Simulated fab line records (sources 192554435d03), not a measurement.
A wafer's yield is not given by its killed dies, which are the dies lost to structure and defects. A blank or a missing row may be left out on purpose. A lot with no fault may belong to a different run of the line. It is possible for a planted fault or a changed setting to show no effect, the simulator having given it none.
A struck lot beside a sound one | flow n5 finfet | 20 steps out of a route of 1938
Sound: these wafers, L254.1, L254.3, L254.4. Wafers L247.2, L247.3, L247.5 were the ones struck. The cause comes at the end.
At each step with rows: each side's tool, then ch and its chambers, then its first start. Under that, the readings that differ: sound wafers | struck wafers | difference of the means | sigmas: that difference in standard deviations of wafers without a fault.
alike: readings with means less than 2 such deviations apart, plus words and numbers identical on both sides. not compared: withheld readings, readings lacking a value on some wafer, bounds such as >300 that could conceal the same value, and numbers that have no deviation in the record and whose values overlap.
Wherever a step has rows on one side only, a row that says differs or no value, or a row with sigmas, the two part there. Non-overlapping numbers with no deviation appear without sigmas and do not part them. A reading missing from all wafers of one side parts the sides only when that side holds two or more wafers.

first, 1 step without rows for these wafers: N5_ZERO_LAYER_HARDBAKE_23 (time 120 s).
N5_ZERO_LAYER_CD_MEAS_11: the cd target is 2000 nm.
  sound on cd sem-02 ch 0, day 4 06:38; struck on cd sem-01 ch 0, day 2 12:48
  alike: cd nm
N5_ZERO_LAYER_DESCUM_16: chemistry O2, time 7.9 s.
  sound on rie diel-03 ch 0,1,3, day 4 06:41; struck on rie diel-01 ch 2,3, day 2 14:17
  alike: drypump motor current A, oes product au, rf vpp V, showerhead plenum p Torr, throttle valve pct
  not compared: rf hours counter h
N5_ZERO_LAYER_ETCH_17: etches SiO2 in CF4, target depth 12 nm, time 13.3 s.
  sound on rie diel-03 ch 0,1,3, day 4 06:43; struck on rie diel-01 ch 2,3, day 2 14:19
  alike: drypump motor current A, oes product au, rf vpp V, showerhead plenum p Torr, throttle valve pct
  not compared: rf hours counter h
N5_ZERO_LAYER_ETCH_18: etches Si in HBr/Cl2, target depth 120 nm, time 40 s.
  sound on rie si-04 ch 0,3, day 4 06:47; struck on rie si-04 ch 1,2,3, day 2 14:23
  alike: drypump motor current A, oes product au, throttle valve pct
  not compared: rf hours counter h
N5_ZERO_LAYER_STRIP_24: strips in O2.
  sound on plasma asher-02 ch 0,1, day 4 06:53; struck on plasma asher-02 ch 0,1, day 2 14:29
  alike: drypump motor current A, heater power w, oes product au, strip time to endpoint s
  not compared: rf hours counter h
then, 1 step without rows for these wafers: N5_ZERO_LAYER_STRIP_19 (strips in SPM, time 900 s).
N5_ZERO_LAYER_INSPECT_20: inspects for defects (darkfield).
  struck on defect inspect-02, day 2 14:51; sound on defect inspect-01, day 4 07:15
  alike: raw defect count
then, 4 steps without rows for these wafers: N5_WELL_APT_HMDS_01 (time 60 s); N5_WELL_APT_COAT_02 (resist thk 950 nm); N5_WELL_APT_EBR_04; N5_WELL_APT_SOFTBAKE_03 (time 60 s).
N5_WELL_APT_EXPOSE_05: exposes mask NWELL, defocus 0 nm, target cd 200 nm.
  sound on krf scanner-01 ch 0, day 4 07:23; struck on krf scanner-01, day 2 14:59
  no value came back on the struck wafers for exposure dose mJ cm2, focus offset nm (nm); on the sound wafers exposure dose mJ cm2 reads 20.296 20.300 20.309
  alike: mask
then, 3 steps without rows for these wafers: N5_WELL_APT_PEB_06 (peb time 90 s); N5_WELL_APT_DEVELOP_07 (develop time 45 s); N5_WELL_APT_HARDBAKE_12 (time 120 s).
N5_WELL_APT_CD_MEAS_08: the cd target is 200 nm.
  sound on cd sem-02 ch 0, day 4 07:34; struck on cd sem-02 ch 0, day 2 15:10
  reading    | sound             | struck | difference                    | sigmas
  cd nm (nm) | 197.6 201.5 199.3 | - - -  | no value on the struck wafers |
N5_WELL_APT_OVL_MEAS_09:
  sound on overlay-01 ch 0, day 4 07:35; struck on overlay-01 ch 0, day 2 15:11
  reading        | sound     | struck | difference                    | sigmas
  NWELL_OVL (nm) | -1 -6 -10 | - - -  | no value on the struck wafers |
N5_BEOL_M4_RC_MEAS_101:
  the record has rows for the sound wafers here (prober-02 ch 0, day 10 16:47) and none for the struck ones
-- here the record skips 10 days between the struck wafers' starts before and after, leaving off in module BEOL_M4 and picking up in module PASSIVATION (first step shown: number 1936 of the route) --
N5_PASSIVATION_PROBE_49:
  struck on prober-02, day 13 01:13; sound on prober-01, day 15 11:55
  reading             | sound     | struck         | difference | sigmas
  killed at front end | 31 19 35  | 1131 1120 1130 | +1099      | +92
  killed dies         | 102 93 96 | 1180 1180 1180 | +1083      | +60
  killed on rim       | 16 9 11   | 152 152 152    | +140       | +34
  alike: killed_at_M0_to_M3, killed_at_M4_up, killed at contacts, killed at other, killed open, killed short

## WHERE THEY PART
Earliest at N5_WELL_APT_EXPOSE_05; latest, in this record, at N5_PASSIVATION_PROBE_49.

WHY: what the simulator had put in
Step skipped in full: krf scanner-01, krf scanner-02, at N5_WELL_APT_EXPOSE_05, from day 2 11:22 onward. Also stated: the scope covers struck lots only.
